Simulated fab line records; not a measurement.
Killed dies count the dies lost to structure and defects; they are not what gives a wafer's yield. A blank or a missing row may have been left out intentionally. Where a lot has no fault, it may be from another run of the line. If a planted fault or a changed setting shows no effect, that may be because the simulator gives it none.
Struck lot and sound lot, side by side :: flow n5-finfet :: 15 steps out of a route of 1938
Sound: wafers L770.3, L770.4, L770.5. The struck wafers were L752.3, L752.5, L752.6. The cause comes at the end.
Each step with rows lists, per side, the tool, then ch with its chambers, then its first start. Under that, the readings that differ: sound wafers :: struck wafers :: difference of the means :: sigmas: that difference in standard deviations of wafers without a fault.
alike: readings whose means differ by less than 2 such deviations, and words and numbers that are the same on both sides. not compared: withheld readings, readings that some wafer has no value for, bounds like >300 that may hide the same value, and numbers for which the record gives no deviation and whose values overlap.
A row with sigmas, a row that says differs or no value, or rows on one side alone: a step with any of these is where the two part. Numbers that don't overlap but have no deviation are shown without sigmas and don't part them. Lack of a reading on every wafer of one side parts them only where that side has two or more wafers.

first, 11 steps without rows for these wafers: N5_BEOL_M0_SAQP_RECESS_114 (chemistry HF/NH3, target SiO2, target depth 14.4 nm, afs cycles 3, sublimation time 60 s); N5_BEOL_M0_SAQP_SPACER1_ALD_98 (deposits SiO2, target thk 12.8 nm, pulse time 1 s, purge time 2 s); N5_BEOL_M0_SAQP_SPACER1_ETCHBACK_99 (etches SiO2 in CHF3/O2, target depth 15.4 nm, time 7.7 s); N5_BEOL_M0_SAQP_MANDREL1_REMOVE_100 (chemistry HBr/Cl2/O2, target a-Si, stops on SiNx, bt time 10 s); N5_BEOL_M0_SAQP_ETCH_101 (etches SiNx in CH3F/O2, target depth 29.9 nm, time 42.7 s); N5_BEOL_M0_SAQP_ETCH_102 (etches SiO2 in CF4, target depth 4 nm, time 4.4 s); N5_BEOL_M0_SAQP_MANDREL_ETCH_103 (etches a-Si in HBr/Cl2, stops on SiCN, target depth 45 nm, bt time 10 s, time 27 s); N5_BEOL_M0_SAQP_RECESS_104 (chemistry HF/NH3, target SiO2, target depth 18 nm, afs cycles 3, sublimation time 60 s); N5_BEOL_M0_SAQP_COAT_105 (time 60 s, resist thk 100 nm); N5_BEOL_M0_SAQP_ETCH_106 (etches SOC in N2/H2, stops on SiNx, target depth 150 nm); N5_BEOL_M0_SAQP_ETCH_107 (etches SiNx in CH3F/O2, target depth 30 nm).
N5_BEOL_M0_SAQP_STRIP_108: strips in N2/H2.
  sound on rie-diel-05 ch 1,2,3, day 11 05:06; struck on rie-diel-02 ch 1,2,3, day 7 01:07
  no value came back on the struck wafers for any of 7 readings (bias-power-w (W), chamber-pressure-mTorr (mTorr) and others); on the sound wafers bias-power-w (W) reads 28.17 28.03 27.91
reading: model.SOC_of_BEOL_M0_SAQP_COAT_105.thk-nm (nm)
sound: 0 0 0
struck: 16.6 16.4 16.4
difference: +16.5
sigmas: 
  not compared: rf-hours-counter-h
then, 1 step without rows for these wafers: N5_BEOL_M0_SAQP_RECESS_109 (chemistry HF/NH3, target SiO2, target depth 3 nm, afs cycles 1, sublimation time 60 s).
N5_BEOL_M4_RC_MEAS_101:
  the record has rows for the sound wafers here (prober-02 ch 0, day 14 00:53) and none for the struck ones
-- here the record skips 6 days between the struck wafers' starts before and after, leaving off in module BEOL_M4 and picking up in module PASSIVATION (first step shown: number 1936 of the route) --
N5_PASSIVATION_PROBE_49:
  sound: prober-02 at day 18 12:02; struck: prober-01 at day 13 09:08
reading: defect-limited-yield (%)
sound: 91.9 94.2 89.9
struck: 0 0 0
difference: -92
sigmas: -58

reading: killed_at_M0_to_M3
sound: 20 20 40
struck: 1113 1095 1135
difference: +1088
sigmas: +99 or more

reading: killed-dies
sound: 96 69 119
struck: 1180 1180 1180
difference: +1085
sigmas: +57

reading: killed-on-rim
sound: 10 14 14
struck: 152 152 152
difference: +139
sigmas: +33

reading: sort_bin_5_function (%)
sound: 5.0 3.8 5.6
struck: 96.4 96.4 96.8
difference: +91.7
sigmas: +83

reading: sort-n-pass
sound: 1084 1111 1061
struck: 0 0 0
difference: -1085
sigmas: -60

reading: sort-yield-pct (%)
sound: 91.9 94.2 89.9
struck: 0 0 0
difference: -92
sigmas: -58
  alike: killed_at_M4_up, killed-at-contacts, killed-at-front-end, killed-at-other, killed-open, killed-short, sort_bin_6_memory

== WHERE THEY PART ==
First at N5_BEOL_M0_SAQP_STRIP_108; last, within this record, at N5_PASSIVATION_PROBE_49.

WHY: the cause the simulator had injected
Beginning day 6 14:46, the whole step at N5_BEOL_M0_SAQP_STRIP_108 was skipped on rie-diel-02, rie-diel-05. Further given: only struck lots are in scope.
